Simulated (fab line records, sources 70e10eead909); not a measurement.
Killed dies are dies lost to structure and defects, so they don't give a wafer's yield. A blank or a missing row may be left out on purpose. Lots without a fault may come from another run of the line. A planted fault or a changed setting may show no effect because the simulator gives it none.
Problem report in the 8D (eight disciplines) form, filled by code | flow nand_harc | the parts of the form that need people (team, actions taken, sign-off) are left out

1. THE PROBLEM
thk_nm at NHARC_P_BONDPAD_THK_MEAS_20 reads a mean of 29.7 nm on 6 wafers of 2 lots; wafers without a fault read 161.1 nm with a standard deviation of 1.3. That is -99 or more standard deviations from the usual mean.
The step: measures by xrf.
First seen on wafer L534.1, day 13 14:53, on film_metro-02. The record holds 36 wafers of 12 lots with a number at this step. Rule for "out", or "out of limits": more than 4 standard deviations from the usual mean. The other wafers with a number count as sound.

2. WHAT IT IS AND WHAT IT IS NOT
question                    | is                     | is not
which readings at this step | thk_nm                 | -
which lots                  | L534, L535             | L518, L520, L522, L524, L526, L529, L532, L539, L540, L541
which wafers of those lots  | all that have a number | -
read on which gauges        | film_metro-02          | film_metro-01
when                        | from day 13 14:53      | up to then (21 sound wafers); but 9 sound wafers of L539, L540, L541 came after

3. SUSPECTS, AND WHAT RULES EACH OUT
Counting: a tool at a process step up to the reading stays a suspect if it ran every lot that is out and no sound lot after the first of them.
- the gauge at NHARC_P_BONDPAD_THK_MEAS_20: ruled out. All the wafers that are out were read on film_metro-02, but those of them that NHARC_END_SORT_01 has rows for are out there too, on other tools.
- pecvd-03 at NHARC_P_BONDPAD_DEP_00 (deposits SiCN, target thk 250 nm): kept. It ran every lot that is out, first L534 (day 13 13:28), and no sound lot after that; its last sound lot up to then is L529 (day 11 06:41). NHARC_P_BONDPAD_DEP_00 gives no start for some lots, so the hours and the order of its lots are those of NHARC_P_BONDPAD_DEGAS_25.
- pvd_sputter-01 at NHARC_P_BONDPAD_DEGAS_25 (time 60 s): ruled out as a lasting fault. Sound lots L539 ran on it after its first lot that is out, L534 (day 13 13:28).
- ecd_cu-02 at NHARC_P_BONDPAD_ECD_18 (material Cu, target thk 400 nm): ruled out as a lasting fault. Sound lots L539, L540, L541 ran on it after its first lot that is out, L534 (day 13 13:50).
Left after counting: pecvd-03 at NHARC_P_BONDPAD_DEP_00.

4. THE CAUSE (what the simulator had put in)
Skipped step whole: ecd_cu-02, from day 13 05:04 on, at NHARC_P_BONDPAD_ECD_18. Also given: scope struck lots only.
Counting ruled it out, wrongly: the rule takes a fault to strike every lot that its tool runs from its start on, and this one did not.

5. THE CHAIN OF EFFECTS, in route order
Each row: a reading whose mean over the struck wafers that have a number lies more than 3 standard deviations from the usual. Only readings for which the record gives a usual standard deviation are gone through. hours: the time from each lot's start at the first step in this table that gives one to its start at this step, as a median over the lots. sigmas: the change in usual standard deviations.
hours | step                        | reading              | usual    | on struck wafers | change | sigmas
0     | NHARC_P_BONDPAD_THK_MEAS_20 | thk_nm               | 161.1 nm | 29.7             | -131.4 | -99 or more
426   | NHARC_END_SORT_01           | defect_limited_yield | 91.4 %   | 0.0              | -91.4  | -34
426   | NHARC_END_SORT_01           | killed_at_periphery  | 3.6      | 640.3            | +636.7 | +99 or more
426   | NHARC_END_SORT_01           | killed_dies          | 58       | 677              | +619   | +34
426   | NHARC_END_SORT_01           | sort_bin_2_pct       | 3.1 %    | 96.2             | +93.1  | +78
426   | NHARC_END_SORT_01           | sort_n_pass          | 619      | 0                | -619   | -34
426   | NHARC_END_SORT_01           | sort_rim_yield_pct   | 88 %     | 0                | -88    | -21
426   | NHARC_END_SORT_01           | sort_yield_pct       | 91.4 %   | 0.0              | -91.4  | -34
Readings that are blank on the struck wafers while sound wafers have them: bath_heat_duty_pct at NHARC_P_BONDPAD_ECD_18; bath_temp_c at NHARC_P_BONDPAD_ECD_18.

6. WHAT WOULD HAVE CAUGHT IT SOONER
In this record the first reading out of limits at a measuring or inspecting step was taken at day 13 14:53, 10 hours after the fault began at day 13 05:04.
At NHARC_P_BONDPAD_ECD_18 the tool's readings are blank on the struck wafers, where sound wafers have them: an empty tool record is the first sign, and it was there at once.
